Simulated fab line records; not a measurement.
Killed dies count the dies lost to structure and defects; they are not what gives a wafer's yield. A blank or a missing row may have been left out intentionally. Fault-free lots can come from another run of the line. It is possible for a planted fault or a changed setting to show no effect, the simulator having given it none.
Which of the tools did it? | flow n5_finfet | Sampling: 11 lots, 33 wafers, 2 of 1938 route steps

== WHAT THE GAUGES SHOWED, per wafer ==
N5_BEOL_M11_CD_MEAS_18: pitch 140 nm, target cd 70 nm. Usual: cd_nm reads 69.8 nm (standard deviation 0.66).
lot  | measured     | on        | cd_nm (nm)     | flag
L192 | day 10 04:10 | cd_sem-03 | 69.6 69.5 68.8 |
L194 | day 10 17:40 | cd_sem-02 | 69.7 68.8 69.3 |
L195 | day 11 06:34 | cd_sem-02 | 69.3 69.6 69.3 |
L198 | day 11 22:16 | cd_sem-01 | 70.0 69.3 69.8 |
L199 | day 12 05:44 | cd_sem-03 | 69.1 69.6 69.2 |
L200 | day 12 19:04 | cd_sem-03 | 69.4 70.0 69.0 |
L202 | day 13 10:00 | cd_sem-03 | 70.3 70.5 69.4 |
L204 | day 13 10:08 | cd_sem-02 | 69.7 69.5 70.7 |
L213 | day 15 15:35 | cd_sem-01 | 69.2 69.7 69.6 |
L212 | day 15 23:44 | cd_sem-01 | 70.1 69.5 70.6 |
L214 | day 16 11:14 | cd_sem-03 | 70.8 69.8 69.8 |

== WHAT TOOL EACH LOT RAN ON (gives the tool, then ch and the chambers of the sampled wafers, and finally the start) ==
lot  | N5_BEOL_M11_STRIP_67
L192 | rie_diel-02 ch 0,1,2, day 10 03:57
L194 | rie_diel-05 ch 0,1,3, day 10 17:27
L195 | rie_diel-05 ch 0,2,3, day 11 06:21
L198 | rie_diel-01 ch 0,1,2, day 11 22:02
L199 | rie_diel-05 ch 0,1,2, day 12 05:31
L200 | rie_diel-05 ch 0,2,3, day 12 18:49
L202 | rie_diel-05 ch 0,1, day 13 09:38
L204 | rie_diel-05 ch 0,1, day 13 09:54
L213 | rie_diel-01 ch 1,2,3, day 15 15:22
L212 | rie_diel-02 ch 0,1,2, day 15 23:26
L214 | rie_diel-02 ch 0,2, day 16 11:01
- N5_BEOL_M11_STRIP_67: strips in CF4.

== AS READ BY THE TOOLS THEMSELVES (means over the sampled wafers that have a number; for cases with no such wafer, the mark the record gives instead) ==
N5_BEOL_M11_STRIP_67. Usual: drypump_motor_current_A 5.8 A, standard deviation 0.44; oes_product_au 0.74 a.u., standard deviation 0.064; rf_vpp_V 271.2 V, standard deviation 1.7; showerhead_plenum_p_Torr 1.79 Torr, standard deviation 0.061; throttle_valve_pct 13.72 %, standard deviation 0.17.
lot  | tool        | drypump_motor_current_A (A) | oes_product_au (a.u.) | rf_vpp_V (V) | showerhead_plenum_p_Torr (Torr) | throttle_valve_pct (%) | flag
L192 | rie_diel-02 | 5.6                         | 0.73                  | 271.1        | 1.81                            | 13.63                  |
L194 | rie_diel-05 | 5.7                         | 0.74                  | 271.6        | 1.80                            | 13.72                  |
L195 | rie_diel-05 | 5.7                         | 0.74                  | 273.1        | 1.84                            | 13.66                  |
L198 | rie_diel-01 | 6.1                         | 0.78                  | 271.1        | 1.80                            | 13.71                  |
L199 | rie_diel-05 | 5.7                         | 0.74                  | 270.7        | 1.80                            | 13.75                  |
L200 | rie_diel-05 | 5.7                         | 0.74                  | 272.7        | 1.84                            | 13.67                  |
L202 | rie_diel-05 | 5.7                         | 0.74                  | 271.1        | 1.76                            | 13.88                  |
L204 | rie_diel-05 | 5.8                         | 0.77                  | 272.1        | 1.81                            | 13.74                  |
L213 | rie_diel-01 | 5.8                         | 0.74                  | 270.7        | 1.79                            | 13.72                  |
L212 | rie_diel-02 | 5.6                         | 0.70                  | 271.6        | 1.80                            | 13.72                  |
L214 | rie_diel-02 | 5.2                         | 0.69                  | 271.0        | 1.77                            | 13.67                  |

== THE ANSWER, worked out from the rows above alone ==
Rule: a lot counts as off when the mean over its wafers that have a number is more than 3 standard deviations away from the usual mean. Also off: a lot with no number at a reading for which 4 or more lots have one. All remaining lots with rows at the step are treated as sound. The gauges are gone through in route order, then the tools' own readings, and for those a lot's mean is taken as printed above. The first step at which some lot is off is used, and at that step the reading that is off furthest; a lot without a number counts as furthest.
None of the lots is off at any reading shown; this tells nothing.

== WHAT HAD BEEN PUT IN BY THE SIMULATOR ==
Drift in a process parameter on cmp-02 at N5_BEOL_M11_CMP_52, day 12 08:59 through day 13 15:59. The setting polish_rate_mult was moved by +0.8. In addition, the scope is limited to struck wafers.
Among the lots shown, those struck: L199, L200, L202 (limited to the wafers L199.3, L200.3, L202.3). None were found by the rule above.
